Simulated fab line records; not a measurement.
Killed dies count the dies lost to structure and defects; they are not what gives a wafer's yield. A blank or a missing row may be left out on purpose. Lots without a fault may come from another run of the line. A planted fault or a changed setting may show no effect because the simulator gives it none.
The tool behind it: which one? -- flow nandHarc -- 24 lots with 72 wafers sampled at 2 steps, on a route of 1302 steps

== WHAT THE GAUGES SHOWED, per wafer ==
NHARC_A_CHANNEL_HOLE_D2_CD_MEAS_31.
lot,measured,on,cdNm (nm)
L075,day 14 01:50,cdSem-01,88.9 91.9 90.3
L074,day 14 13:32,cdSem-03,89.7 89.9 91.7
L077,day 14 14:01,cdSem-01,89.6 91.2 90.5
L076,day 14 18:09,cdSem-02,91.4 90.7 91.8
L078,day 15 05:25,cdSem-02,89.1 90.5 92.6
L079,day 15 06:17,cdSem-03,89.9 90.0 90.5
L080,day 15 22:00,cdSem-02,90.8 90.8 90.4
L081,day 16 15:52,cdSem-02,92.3 89.5 87.9
L083,day 17 04:42,cdSem-01,88.3 90.0 88.8
L082,day 17 08:51,cdSem-02,89.4 90.0 89.2
L085,day 18 00:33,cdSem-02,90.0 89.0 90.3
L086,day 18 03:01,cdSem-02,88.4 90.0 91.0
L084,day 18 04:41,cdSem-01,90.2 89.5 88.5
L088,day 19 17:11,cdSem-01,89.6 89.7 90.0
L087,day 19 18:20,cdSem-03,88.9 87.6 90.5
L090,day 20 00:55,cdSem-03,90.9 88.8 89.4
L089,day 20 01:47,cdSem-02,91.5 90.4 91.0
L091,day 21 02:53,cdSem-02,91.7 90.1 91.6
L093,day 21 06:09,cdSem-02,88.6 91.2 89.6
L092,day 21 07:04,cdSem-02,90.3 88.0 89.6
L094,day 21 19:11,cdSem-03,90.3 88.2 91.8
L095,day 22 06:37,cdSem-03,90.7 92.2 90.6
L097,day 22 23:24,cdSem-01,91.8 90.7 89.0
L096,day 23 03:07,cdSem-02,88.3 89.6 89.1

== WHICH TOOL RAN EACH LOT (tool, then ch and the chambers of the sampled wafers, then the start) ==
lot,NHARC_A_CHANNEL_HOLE_D2_ETCH_25
L075,"harEtch-02 ch 0,1, day 13 23:12"
L074,"harEtch-01 ch 0,1, day 14 11:20"
L077,"harEtch-02 ch 0,1, day 14 11:31"
L076,"harEtch-02 ch 0, day 14 15:41"
L078,"harEtch-01 ch 0,1, day 15 02:56"
L079,"harEtch-02 ch 1, day 15 03:49"
L080,"harEtch-01 ch 0,1, day 15 19:49"
L081,"harEtch-01 ch 0,1, day 16 13:31"
L083,"harEtch-01 ch 0,1, day 17 02:13"
L082,"harEtch-01 ch 0,1, day 17 06:13"
L085,"harEtch-02 ch 0,1, day 17 22:13"
L086,"harEtch-01 ch 0,1, day 18 00:24"
L084,"harEtch-02 ch 0,1, day 18 02:04"
L088,"harEtch-02 ch 0,1, day 19 14:34"
L087,"harEtch-01 ch 0,1, day 19 15:41"
L090,"harEtch-02 ch 0,1, day 19 22:19"
L089,"harEtch-01 ch 0,1, day 19 23:00"
L091,"harEtch-02 ch 0,1, day 21 00:33"
L093,"harEtch-01 ch 0,1, day 21 03:32"
L092,"harEtch-02 ch 0,1, day 21 04:26"
L094,"harEtch-02 ch 0,1, day 21 16:52"
L095,"harEtch-01 ch 0,1, day 22 04:16"
L097,"harEtch-01 ch 0,1, day 22 20:29"
L096,"harEtch-01 ch 0,1, day 23 00:47"
- NHARC_A_CHANNEL_HOLE_D2_ETCH_25: etches the open film in C4F8/O2/Ar, time 1040.2 s, target depth 1500 nm.

== AS READ BY THE TOOLS THEMSELVES (means over the sampled wafers that have a number; for cases with no such wafer, the mark the record gives instead) ==
NHARC_A_CHANNEL_HOLE_D2_ETCH_25.
lot,tool,drypumpMotorCurrentA (A),o2FlowSccm (sccm),showerheadPlenumPTorr (Torr),throttleValvePct (%)
L075,harEtch-02,5.9,31.23,3.73,32.233
L074,harEtch-01,5.6,31.15,3.59,32.242
L077,harEtch-02,5.4,31.10,3.72,32.239
L076,harEtch-02,6.4,31.18,3.73,32.227
L078,harEtch-01,5.6,31.16,3.58,32.244
L079,harEtch-02,4.9,31.30,3.72,32.241
L080,harEtch-01,5.3,31.25,3.57,32.230
L081,harEtch-01,5.3,31.30,3.57,32.232
L083,harEtch-01,5.6,31.19,3.56,32.239
L082,harEtch-01,5.2,31.16,3.56,32.235
L085,harEtch-02,5.4,31.21,3.70,32.240
L086,harEtch-01,5.3,31.38,3.55,32.235
L084,harEtch-02,5.4,31.16,3.70,32.236
L088,harEtch-02,5.9,31.24,3.69,32.242
L087,harEtch-01,5.6,31.26,3.54,32.237
L090,harEtch-02,5.4,31.16,3.69,32.243
L089,harEtch-01,5.3,31.28,3.54,32.235
L091,harEtch-02,5.8,31.26,3.68,32.224
L093,harEtch-01,5.3,31.13,3.53,32.234
L092,harEtch-02,5.4,31.07,3.68,32.230
L094,harEtch-02,5.9,31.24,3.67,32.231
L095,harEtch-01,5.6,31.17,3.53,32.225
L097,harEtch-01,5.6,31.24,3.52,32.241
L096,harEtch-01,5.6,31.21,3.52,32.233

== THE ANSWER, worked out from the rows above alone ==
Rule: the lots themselves supply what counts as usual. The widest of any qualifying gaps counts: lots, ordered by their means at a reading, are off when they make up no more than a third of the lots, leave a main group of 4 or more, and stand apart from it by 3 or more times the standard deviation of that group's means. Not used: any main group whose means are identical at the precision the tables above print for the reading. A lot without any number at a reading at which 4 lots or more have one is off too. Any other lot the step has rows for is counted as sound. First the gauges in route order, then the tools' own readings, where a lot's mean is used as printed above. The first step at which some lot is off is used, and at that step the reading that is off furthest; a lot without a number counts as furthest.
Nothing can be told from this: no lot is off at any reading shown.

== WHAT WAS PUT IN BY THE SIMULATOR ==
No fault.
